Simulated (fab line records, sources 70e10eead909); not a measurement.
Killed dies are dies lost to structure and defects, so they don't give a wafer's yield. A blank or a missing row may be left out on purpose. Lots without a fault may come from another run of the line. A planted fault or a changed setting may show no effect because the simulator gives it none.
Which tool did it? | flow nand_harc | 6 lots, 18 wafers sampled, at 5 steps of a route of 1159

WHAT THE GAUGES READ, wafer by wafer
NHARC_END_SORT_01.
lot  | measured     | on        | killed_at_array
L809 | day 23 06:41 | prober-01 | 19
L815 | day 24 07:35 | prober-01 | 34 355 39

WHICH TOOL RAN EACH LOT (tool, then ch and the chambers of the sampled wafers, then the start)
lot  | NHARC_A_STAIRCASE_ETCH_27                     | NHARC_A_STAIRCASE_STRIP_175          | NHARC_A_STAIRCASE_ETCH_188                    | NHARC_A_STAIRCASE_ETCH_190
L797 | rie_diel-04 ch 0,1, day 11 13:41 or earlier   | plasma_asher-02 ch 0, day 11 13:41   | rie_diel-05 ch 0,1,3, day 11 15:46 or earlier | rie_diel-05 ch 1,3, day 11 15:46
L798 | rie_diel-07 ch 1,2, day 12 00:26 or earlier   | plasma_asher-01 ch 1, day 12 00:26   | rie_diel-05 ch 2,3, day 12 02:14 or earlier   | rie_diel-05 ch 0,1,3, day 12 02:14
L802 | rie_diel-05 ch 0,1,2, day 12 18:01 or earlier | plasma_asher-02 ch 0,1, day 12 18:01 | rie_diel-04 ch 0,1, day 12 19:51 or earlier   | rie_diel-04 ch 1,2,3, day 12 19:51
L804 | rie_diel-07 ch 0,2,3, day 13 15:02 or earlier | plasma_asher-01 ch 0,1, day 13 15:02 | rie_diel-04 ch 1,2,3, day 13 16:46 or earlier | rie_diel-04 ch 0,1,2, day 13 16:46
L809 | rie_diel-05 ch 1,3, day 14 13:23 or earlier   | plasma_asher-01 ch 0,1, day 14 13:23 | rie_diel-04 ch 0,3, day 14 15:12 or earlier   | rie_diel-04 ch 0,3, day 14 15:12
L815 | rie_diel-07 ch 0,1,2, day 15 18:22 or earlier | plasma_asher-01 ch 0,1, day 15 18:22 | rie_diel-07 ch 0,2,3, day 15 21:56 or earlier | rie_diel-07 ch 0,2,3, day 15 21:56
- NHARC_A_STAIRCASE_ETCH_27: etches the open film in C4F8/O2, target depth 100 nm, time 40.5 s.
- NHARC_A_STAIRCASE_STRIP_175: strips in O2.
- NHARC_A_STAIRCASE_ETCH_188: etches the open film in C4F8/O2, target depth 100 nm, time 40.5 s.
- NHARC_A_STAIRCASE_ETCH_190: etches the open film in C4F8/O2, target depth 100 nm, time 40.5 s.

THE ANSWER, worked out from the rows above alone
Rule: what is usual is taken from the lots themselves. Put in order of their means at a reading, lots are off if they are a third of the lots or fewer, leave a main group of 4 or more, and stand apart from it by a gap of 3 or more times the standard deviation of the main group's means; of several such gaps the widest counts. A main group whose means are all the same, to the digits that the tables above print for the reading, isn't used. A lot without any number at a reading at which 4 lots or more have one is off too. The other lots that the step has rows for count as sound.
No lot is off at any reading shown: from this, nothing can be told.

WHAT THE SIMULATOR HAD PUT IN
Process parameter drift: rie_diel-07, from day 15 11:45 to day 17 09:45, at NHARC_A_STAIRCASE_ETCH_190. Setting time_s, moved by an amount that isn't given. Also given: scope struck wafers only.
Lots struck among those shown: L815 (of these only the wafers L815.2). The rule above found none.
